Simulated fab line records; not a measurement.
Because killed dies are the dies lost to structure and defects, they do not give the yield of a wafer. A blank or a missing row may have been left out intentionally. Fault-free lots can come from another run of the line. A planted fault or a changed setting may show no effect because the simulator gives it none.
Which of the tools did it? || flow nand harc || 43 wafers from 15 lots sampled at 5 of the route's 1302 steps

## WHAT THE GAUGES READ, wafer by wafer
NHARC_A_START_INSPECT_01.
{"lot": "L347", "measured": "day 6 22:02", "on": "defect inspect-01", "raw defect count": "5 2 3"}
{"lot": "L348", "measured": "day 7 01:36", "on": "defect inspect-02", "raw defect count": "6 5 6"}
{"lot": "L349", "measured": "day 7 08:56", "on": "defect inspect-02", "raw defect count": "7 3 1"}
{"lot": "L350", "measured": "day 8 03:13", "on": "defect inspect-02", "raw defect count": "4 5 5"}
{"lot": "L351", "measured": "day 8 15:05", "on": "defect inspect-02", "raw defect count": "3 5 5"}
{"lot": "L352", "measured": "day 8 22:03", "on": "defect inspect-02", "raw defect count": "4 3 3"}
{"lot": "L353", "measured": "day 9 06:07", "on": "defect inspect-02", "raw defect count": "2 4 3"}
{"lot": "L358", "measured": "day 11 09:07", "on": "defect inspect-02", "raw defect count": "6 3"}
{"lot": "L360", "measured": "day 12 21:46", "on": "defect inspect-02", "raw defect count": "4 5 6"}
{"lot": "L362", "measured": "day 12 22:53", "on": "defect inspect-01", "raw defect count": "3 1"}
{"lot": "L364", "measured": "day 13 22:09", "on": "defect inspect-02", "raw defect count": "2 6 6"}
{"lot": "L365", "measured": "day 14 04:32", "on": "defect inspect-01", "raw defect count": "6 1 4"}
{"lot": "L366", "measured": "day 14 19:41", "on": "defect inspect-01", "raw defect count": "5 4 5"}
{"lot": "L368", "measured": "day 15 08:49", "on": "defect inspect-01", "raw defect count": "4 1 4"}
{"lot": "L370", "measured": "day 16 03:44", "on": "defect inspect-02", "raw defect count": "3 2 4"}

NHARC_A_ONON_D1_THK_MEAS_08: measures by ellipsometry.
{"lot": "L347", "measured": "day 7 23:52", "on": "film metro-02", "thk nm (nm)": "1005 1006 1006"}
{"lot": "L348", "measured": "day 7 23:51", "on": "film metro-01", "thk nm (nm)": "1003 1002 1001"}
{"lot": "L349", "measured": "day 8 10:01", "on": "film metro-01", "thk nm (nm)": "985 985 987"}
{"lot": "L350", "measured": "day 9 04:14", "on": "film metro-01", "thk nm (nm)": "991 989 990"}
{"lot": "L351", "measured": "day 9 15:35", "on": "film metro-01", "thk nm (nm)": "1000 998 1001"}
{"lot": "L352", "measured": "day 10 01:07", "on": "film metro-01", "thk nm (nm)": "966 967 966"}
{"lot": "L353", "measured": "day 10 09:56", "on": "film metro-01", "thk nm (nm)": "994 995 996"}
{"lot": "L358", "measured": "day 12 09:19", "on": "film metro-01", "thk nm (nm)": "1011 1012"}
{"lot": "L360", "measured": "day 13 23:17", "on": "film metro-01", "thk nm (nm)": "999 999 997"}
{"lot": "L362", "measured": "day 13 23:18", "on": "film metro-01", "thk nm (nm)": "1002 1004"}
{"lot": "L364", "measured": "day 14 23:18", "on": "film metro-01", "thk nm (nm)": "991 990 990"}
{"lot": "L365", "measured": "day 15 09:46", "on": "film metro-02", "thk nm (nm)": "993 994 994"}
{"lot": "L366", "measured": "day 15 23:40", "on": "film metro-02", "thk nm (nm)": "1009 1009 1009"}
{"lot": "L368", "measured": "day 16 11:56", "on": "film metro-02", "thk nm (nm)": "995 994 993"}
{"lot": "L370", "measured": "day 17 06:40", "on": "film metro-01", "thk nm (nm)": "985 985 984"}

NHARC_A_ONON_D1_THK_MEAS_11: measures by ellipsometry.
{"lot": "L347", "measured": "day 8 00:26", "on": "film metro-01", "thk nm (nm)": "1006 1005 1006"}
{"lot": "L348", "measured": "day 8 00:25", "on": "film metro-02", "thk nm (nm)": "1004 1004 1006"}
{"lot": "L349", "measured": "day 8 10:34", "on": "film metro-01", "thk nm (nm)": "999 1000 1000"}
{"lot": "L350", "measured": "day 9 04:48", "on": "film metro-02", "thk nm (nm)": "987 986 987"}
{"lot": "L351", "measured": "day 9 16:09", "on": "film metro-02", "thk nm (nm)": "1012 1012 1012"}
{"lot": "L352", "measured": "day 10 01:41", "on": "film metro-02", "thk nm (nm)": "981 979 981"}
{"lot": "L353", "measured": "day 10 10:30", "on": "film metro-01", "thk nm (nm)": "978 978 979"}
{"lot": "L358", "measured": "day 12 09:54", "on": "film metro-02", "thk nm (nm)": "1331 1330"}
{"lot": "L360", "measured": "day 13 23:50", "on": "film metro-01", "thk nm (nm)": "1322 992 1323"}
{"lot": "L362", "measured": "day 14 00:11", "on": "film metro-01", "thk nm (nm)": "1335 1007"}
{"lot": "L364", "measured": "day 14 23:52", "on": "film metro-02", "thk nm (nm)": "1001 1001 1004"}
{"lot": "L365", "measured": "day 15 10:20", "on": "film metro-02", "thk nm (nm)": "994 998 995"}
{"lot": "L366", "measured": "day 16 00:14", "on": "film metro-01", "thk nm (nm)": "1012 1010 1010"}
{"lot": "L368", "measured": "day 16 12:39", "on": "film metro-02", "thk nm (nm)": "1008 1004 1004"}
{"lot": "L370", "measured": "day 17 07:14", "on": "film metro-01", "thk nm (nm)": "1009 1015 1009"}

NHARC_END_SORT_01.
{"lot": "L349", "measured": "day 25 06:49", "on": "prober-01", "killed at array": "77 64 72", "killed at other": "0 1 0", "killed at periphery": "3 8 5", "killed dies": "80 73 77", "killed open": "3 5 3", "killed short": "2 4 2"}
{"lot": "L351", "measured": "day 26 03:16", "on": "prober-02", "killed at array": "70 70 72", "killed at other": "1 1 1", "killed at periphery": "1 4 4", "killed dies": "72 75 77", "killed open": "4 9 10", "killed short": "5 1 2"}
{"lot": "L358", "measured": "day 29 20:19", "on": "prober-01", "killed at array": "673 672", "killed at other": "0 0", "killed at periphery": "4 5", "killed dies": "677 677", "killed open": "7 5", "killed short": "3 1"}
{"lot": "L360", "measured": "day 30 16:21", "on": "prober-01", "killed at array": "669 33 670", "killed at other": "0 0 0", "killed at periphery": "8 5 7", "killed dies": "677 38 677", "killed open": "6 2 3", "killed short": "4 2 3"}
{"lot": "L362", "measured": "day 31 00:04", "on": "prober-01", "killed at array": "674 24", "killed at other": "0 0", "killed at periphery": "3 4", "killed dies": "677 28", "killed open": "1 3", "killed short": "2 3"}
{"lot": "L364", "measured": "day 31 23:31", "on": "prober-01", "killed at array": "26 34 58", "killed at other": "3 1 3", "killed at periphery": "3 3 3", "killed dies": "32 38 64", "killed open": "2 2 2", "killed short": "3 3 3"}
{"lot": "L365", "measured": "day 32 07:25", "on": "prober-01", "killed at array": "67 87 71", "killed at other": "5 0 0", "killed at periphery": "4 0 1", "killed dies": "76 87 72", "killed open": "2 1 1", "killed short": "5 3 0"}
{"lot": "L370", "measured": "day 34 13:02", "on": "prober-01", "killed at array": "54 64 59", "killed at other": "0 0 1", "killed at periphery": "4 7 2", "killed dies": "58 71 62", "killed open": "6 7 2", "killed short": "3 2 2"}

## TOOL THAT RAN EACH LOT (tool first, then ch and the chambers of the sampled wafers, then the start)
{"lot": "L347", "NHARC_A_ONON_D1_DEP_09": "pecvd onon-01 ch 0, day 8 00:02"}
{"lot": "L348", "NHARC_A_ONON_D1_DEP_09": "pecvd onon-02 ch 0, day 7 23:54"}
{"lot": "L349", "NHARC_A_ONON_D1_DEP_09": "pecvd onon-01 ch 0, day 8 10:04"}
{"lot": "L350", "NHARC_A_ONON_D1_DEP_09": "pecvd onon-04 ch 0, day 9 04:17"}
{"lot": "L351", "NHARC_A_ONON_D1_DEP_09": "pecvd onon-01 ch 0, day 9 15:42"}
{"lot": "L352", "NHARC_A_ONON_D1_DEP_09": "pecvd onon-01 ch 0, day 10 01:10"}
{"lot": "L353", "NHARC_A_ONON_D1_DEP_09": "pecvd onon-02 ch 0, day 10 10:07"}
{"lot": "L358", "NHARC_A_ONON_D1_DEP_09": "pecvd onon-02 ch 0, day 12 09:26"}
{"lot": "L360", "NHARC_A_ONON_D1_DEP_09": "pecvd onon-02 ch 0, day 13 23:23"}
{"lot": "L362", "NHARC_A_ONON_D1_DEP_09": "pecvd onon-02 ch 0, day 13 23:44"}
{"lot": "L364", "NHARC_A_ONON_D1_DEP_09": "pecvd onon-01 ch 0, day 14 23:25"}
{"lot": "L365", "NHARC_A_ONON_D1_DEP_09": "pecvd onon-01 ch 0, day 15 09:50"}
{"lot": "L366", "NHARC_A_ONON_D1_DEP_09": "pecvd onon-01 ch 0, day 15 23:44"}
{"lot": "L368", "NHARC_A_ONON_D1_DEP_09": "pecvd onon-01 ch 0, day 16 12:08"}
{"lot": "L370", "NHARC_A_ONON_D1_DEP_09": "pecvd onon-04 ch 0, day 17 06:44"}
- NHARC_A_ONON_D1_DEP_09: target thk 1000 nm.

## AS READ BY THE TOOLS THEMSELVES (means over the sampled wafers that have a number; for cases with no such wafer, the mark the record gives instead)
The record holds no such reading with a usual standard deviation.

## THE ANSWER, worked out from the rows above alone
Rule: what is usual is taken from the lots themselves. Put in order of their means at a reading, lots are off if they are a third of the lots or fewer, leave a main group of 4 or more, and stand apart from it by a gap of 3 or more times the standard deviation of the main group's means; of several such gaps the widest counts. The tables above print the reading to a certain number of digits; a main group whose means all agree to those digits is not used. Also off: a lot with no number at a reading for which 4 or more lots have one. The other lots that the step has rows for count as sound. The gauges are gone through in route order, then the tools' own readings, and for those a lot's mean is taken as printed above. At the first step where some lot is off, the reading lying furthest off is the one used; lots without a number count as furthest.
Off at NHARC_A_ONON_D1_THK_MEAS_11 (thk nm): L358, L360, L362. The main group has a mean of 999 nm with a standard deviation of 11.
If a tool, at a process step before that reading, ran all the lots that are off and no sound lot after the first of them, it fits. Those tools and the gauges at NHARC_A_ONON_D1_THK_MEAS_11 are tried in the same way. One fits: pecvd onon-02 at NHARC_A_ONON_D1_DEP_09. A fault onset in the window from L353 (day 10 10:07, its last sound lot) to L358 (day 12 09:26, its first lot off) fits.

## WHAT THE SIMULATOR HAD PUT IN
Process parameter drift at NHARC_A_ONON_D1_DEP_09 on pecvd onon-02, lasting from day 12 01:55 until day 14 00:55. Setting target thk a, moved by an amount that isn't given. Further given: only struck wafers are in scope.
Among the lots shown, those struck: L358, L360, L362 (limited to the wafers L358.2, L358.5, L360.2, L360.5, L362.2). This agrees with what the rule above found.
